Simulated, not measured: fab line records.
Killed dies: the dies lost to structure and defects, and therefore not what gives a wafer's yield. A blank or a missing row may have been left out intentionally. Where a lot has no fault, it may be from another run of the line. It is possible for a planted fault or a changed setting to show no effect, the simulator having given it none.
Split-lot experiment || flow n5Finfet || on a route of 1938 steps: 7 lots, 21 wafers read

== ON THE SPLIT ==
At N5_FIN_SAQP_DESCUM_21 (chemistry O2, time 7.9 s), the setting timeS was moved away from the recipe's 7.9 s on 4 of the 21 wafers read, by -17.6% to +16.4%. For the rest of the wafers, this setting stayed at what the recipe calls for.

The file shows no step between the split and the reading.

== THE READING ==
CAR-ArF_of_FIN_SAQP_COAT_10.thkNm (the simulator's own value, which no gauge read), in nm, at N5_FIN_SAQP_ETCH_51 (etches SiARC in CF4, target depth 45.5 nm, time 75.8 s). The file gives no usual value for it. Average 50.89 nm, standard deviation 0.26 nm, over the 17 wafers here run with the recipe.

{"wafer": "L074.4", "tool, chamber at the split": "rieDiel-01, 1", "timeS as run, s": 7.9, "against the recipe": "recipe", "CAR-ArF_of_FIN_SAQP_COAT_10.thkNm, nm": 50.98, "against lot-mates on the recipe": "-"}
{"wafer": "L074.5", "tool, chamber at the split": "rieDiel-01, 3", "timeS as run, s": 7.9, "against the recipe": "recipe", "CAR-ArF_of_FIN_SAQP_COAT_10.thkNm, nm": 51.06, "against lot-mates on the recipe": "-"}
{"wafer": "L074.6", "tool, chamber at the split": "rieDiel-01, 2", "timeS as run, s": 7.9, "against the recipe": "recipe", "CAR-ArF_of_FIN_SAQP_COAT_10.thkNm, nm": 50.79, "against lot-mates on the recipe": "-"}
{"wafer": "L075.2", "tool, chamber at the split": "rieDiel-05, 0", "timeS as run, s": 7.9, "against the recipe": "recipe", "CAR-ArF_of_FIN_SAQP_COAT_10.thkNm, nm": 51.35, "against lot-mates on the recipe": "-"}
{"wafer": "L075.3", "tool, chamber at the split": "rieDiel-05, 3", "timeS as run, s": 7.9, "against the recipe": "recipe", "CAR-ArF_of_FIN_SAQP_COAT_10.thkNm, nm": 51.27, "against lot-mates on the recipe": "-"}
{"wafer": "L075.4", "tool, chamber at the split": "rieDiel-05, 2", "timeS as run, s": 7.9, "against the recipe": "recipe", "CAR-ArF_of_FIN_SAQP_COAT_10.thkNm, nm": 51.13, "against lot-mates on the recipe": "-"}
{"wafer": "L084.3", "tool, chamber at the split": "rieDiel-05, 3", "timeS as run, s": 7.9, "against the recipe": "recipe", "CAR-ArF_of_FIN_SAQP_COAT_10.thkNm, nm": 50.53, "against lot-mates on the recipe": "-"}
{"wafer": "L084.5", "tool, chamber at the split": "rieDiel-05, 3", "timeS as run, s": 7.9, "against the recipe": "recipe", "CAR-ArF_of_FIN_SAQP_COAT_10.thkNm, nm": 50.58, "against lot-mates on the recipe": "-"}
{"wafer": "L084.6", "tool, chamber at the split": "rieDiel-05, 0", "timeS as run, s": 7.9, "against the recipe": "recipe", "CAR-ArF_of_FIN_SAQP_COAT_10.thkNm, nm": 50.96, "against lot-mates on the recipe": "-"}
{"wafer": "L088.1", "tool, chamber at the split": "rieDiel-05, 3", "timeS as run, s": 7.9, "against the recipe": "recipe", "CAR-ArF_of_FIN_SAQP_COAT_10.thkNm, nm": 50.84, "against lot-mates on the recipe": "-"}
{"wafer": "L088.3", "tool, chamber at the split": "rieDiel-05, 1", "timeS as run, s": 7.9, "against the recipe": "recipe", "CAR-ArF_of_FIN_SAQP_COAT_10.thkNm, nm": 50.66, "against lot-mates on the recipe": "-"}
{"wafer": "L088.5", "tool, chamber at the split": "rieDiel-05, 0", "timeS as run, s": 7.9, "against the recipe": "recipe", "CAR-ArF_of_FIN_SAQP_COAT_10.thkNm, nm": 50.64, "against lot-mates on the recipe": "-"}
{"wafer": "L091.1", "tool, chamber at the split": "rieDiel-01, 0", "timeS as run, s": 7.9, "against the recipe": "recipe", "CAR-ArF_of_FIN_SAQP_COAT_10.thkNm, nm": 50.58, "against lot-mates on the recipe": "-"}
{"wafer": "L091.2", "tool, chamber at the split": "rieDiel-01, 3", "timeS as run, s": 9.193, "against the recipe": "+16.4%", "CAR-ArF_of_FIN_SAQP_COAT_10.thkNm, nm": 49.66, "against lot-mates on the recipe": -0.92}
{"wafer": "L091.5", "tool, chamber at the split": "rieDiel-01, 2", "timeS as run, s": 9.193, "against the recipe": "+16.4%", "CAR-ArF_of_FIN_SAQP_COAT_10.thkNm, nm": 49.68, "against lot-mates on the recipe": -0.90}
{"wafer": "L093.1", "tool, chamber at the split": "rieDiel-01, 3", "timeS as run, s": 7.9, "against the recipe": "recipe", "CAR-ArF_of_FIN_SAQP_COAT_10.thkNm, nm": 51.16, "against lot-mates on the recipe": "-"}
{"wafer": "L093.2", "tool, chamber at the split": "rieDiel-01, 2", "timeS as run, s": 7.9, "against the recipe": "recipe", "CAR-ArF_of_FIN_SAQP_COAT_10.thkNm, nm": 50.8, "against lot-mates on the recipe": "-"}
{"wafer": "L093.5", "tool, chamber at the split": "rieDiel-01, 0", "timeS as run, s": 7.9, "against the recipe": "recipe", "CAR-ArF_of_FIN_SAQP_COAT_10.thkNm, nm": 51.21, "against lot-mates on the recipe": "-"}
{"wafer": "L097.4", "tool, chamber at the split": "rieDiel-05, 1", "timeS as run, s": 7.9, "against the recipe": "recipe", "CAR-ArF_of_FIN_SAQP_COAT_10.thkNm, nm": 50.65, "against lot-mates on the recipe": "-"}
{"wafer": "L097.5", "tool, chamber at the split": "rieDiel-05, 2", "timeS as run, s": 6.509, "against the recipe": "-17.6%", "CAR-ArF_of_FIN_SAQP_COAT_10.thkNm, nm": 51.57, "against lot-mates on the recipe": "+0.92"}
{"wafer": "L097.6", "tool, chamber at the split": "rieDiel-05, 3", "timeS as run, s": 6.509, "against the recipe": "-17.6%", "CAR-ArF_of_FIN_SAQP_COAT_10.thkNm, nm": 51.6, "against lot-mates on the recipe": "+0.95"}

FIT RESULTS
A straight line over all 21 wafers: CAR-ArF_of_FIN_SAQP_COAT_10.thkNm changes by -0.0558 nm for each +1% of timeS; r = -0.85; the points scatter about the line by 0.28 nm.
The same after taking each lot's own level away (the mean of its wafers on the recipe; 21 wafers): -0.0543 nm for each +1%; r = -0.96; scatter 0.13 nm.
The reading moves by 0.96 nm for the largest change in timeS, on that fit.
From 50.580 to 51.250 nm: that is the span of the lots' own levels, equal to 2.6 times the standard deviation above.
So the lot-to-lot level changes the slope little: the two slopes agree.
Check: for one of the wafers moved furthest among these (-17.6%), held out of the fit, the line's prediction against its lot-mates is +0.966 nm. It came out at +0.92 nm against them.

== OTHER SPLITS ON THESE WAFERS ==
These wafers also went through other splits before the reading. Each is held against what the fit with the lots' levels taken away leaves over:
{"other split on the same wafers": "N5_WELL_APT_COAT_02 spinRpm", "wafers away from the commonest value": 5, "r with CAR-ArF_of_FIN_SAQP_COAT_10.thkNm (lot level and that fit taken away)": "+0.17"}
{"other split on the same wafers": "N5_PMOS_HMC_CHANNEL_EPI_COAT_31 spinRpm", "wafers away from the commonest value": 6, "r with CAR-ArF_of_FIN_SAQP_COAT_10.thkNm (lot level and that fit taken away)": "+0.01"}
{"other split on the same wafers": "N5_PMOS_HMC_CHANNEL_EPI_DEVELOP_08 developTimeS", "wafers away from the commonest value": 10, "r with CAR-ArF_of_FIN_SAQP_COAT_10.thkNm (lot level and that fit taken away)": -0.14}
{"other split on the same wafers": "N5_FIN_SAQP_HM_DEP_72 timeS", "wafers away from the commonest value": 6, "r with CAR-ArF_of_FIN_SAQP_COAT_10.thkNm (lot level and that fit taken away)": "+0.03"}

== THE WHOLE CHAIN: every reading that the file lists as answering this split, in the file's order ==
{"step": "N5_FIN_SAQP_DESCUM_21", "what it does": "chemistry O2, time 7.9 s", "reading": "CAR-ArF_of_FIN_SAQP_COAT_10.thkNm (the simulator's own value, which no gauge read)", "change (the file's fit)": "-0.056 nm for each +1% of the setting", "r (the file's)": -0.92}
{"step": "N5_FIN_SAQP_ETCH_51", "what it does": "etches SiARC in CF4, target depth 45.5 nm, time 75.8 s", "reading": "CAR-ArF_of_FIN_SAQP_COAT_10.thkNm (the simulator's own value, which no gauge read)", "change (the file's fit)": "-0.0542 nm for each +1% of the setting", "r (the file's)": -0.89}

== FILE'S OWN FIT ==
CAR-ArF_of_FIN_SAQP_COAT_10.thkNm changes by -0.0542 nm for each +1% of timeS, r = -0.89.
